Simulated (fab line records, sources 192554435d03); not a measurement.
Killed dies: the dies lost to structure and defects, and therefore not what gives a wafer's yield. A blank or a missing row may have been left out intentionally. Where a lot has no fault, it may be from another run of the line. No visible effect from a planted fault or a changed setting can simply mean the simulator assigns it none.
Matching of chambers	flow n5 finfet	4 sister chambers for N5_BEOL_M8_STRIP_19 on rie diel-06
The step strips in O2. 16 wafers are shown with their chamber, then 8 later ones without.

WAFERS PAIRED WITH THEIR CHAMBERS
wafer	chamber	drypump motor current A (A)	throttle valve pct (%)	showerhead plenum p Torr (Torr)
L076.4	3	5.5	16.56	2.03
L076.5	3	5.5	16.56	2.03
L076.6	2	5.5	16.97	2.08
L078.1	1	6.2	16.69	2.02
L078.5	2	5.5	16.98	2.08
L078.6	1	6.2	16.70	2.02
L081.2	1	6.1	16.72	2.02
L081.3	3	5.5	16.57	2.03
L081.6	3	5.5	16.58	2.03
L080.3	3	5.5	16.58	2.03
L080.4	0	5.7	16.35	2.04
L080.5	1	6.2	16.70	2.01
L083.2	3	5.5	16.60	2.03
L083.3	2	5.5	16.99	2.08
L083.5	1	6.2	16.73	2.01
L092.1	1	6.2	16.75	2.01

SIGNATURES, as means of the wafers listed above
reading	chamber 0	chamber 1	chamber 2	chamber 3	scatter within a chamber
drypump motor current A	5.700	6.183	5.500	5.500	0.0264
throttle valve pct	16.3500	16.7150	16.9800	16.5750	0.018
showerhead plenum p Torr	2.0400	2.0150	2.0800	2.0300	0.00354
Rule: for each reading, subtract the chamber's mean from the wafer's reading, divide by that reading's scatter and square the result; add these up over the readings and take the root, which gives the wafer's distance from the chamber. If the next closest chamber is less than 2 further off than the closest, the wafer can't be placed; otherwise it belongs to the closest. How the scatter is found: for the shown wafers, subtract from each reading the mean of its chamber, square and add these, divide the total by (wafers less chambers), then take the root.

WAFERS WITHOUT THEIR CHAMBER
wafer	drypump motor current A (A)	throttle valve pct (%)	showerhead plenum p Torr (Torr)
L092.2	5.5	17.01	2.07
L092.3	5.7	16.38	2.03
L097.3	6.2	16.78	2.00
L097.4	5.7	16.40	2.03
L097.5	5.5	16.63	2.02
L096.2	5.7	16.38	2.03
L096.4	5.5	17.03	2.07
L096.5	5.5	17.05	2.07

WHICH CHAMBER EACH ONE RAN IN
wafer	from the rows above	in truth
L092.2	2	2
L092.3	0	0
L097.3	1	1
L097.4	0	0
L097.5	3	3
L096.2	0	0
L096.4	2	2
L096.5	2	2
Placed correctly: 8 of 8. From these rows, 0 cannot be placed. Wrongly placed: 0.
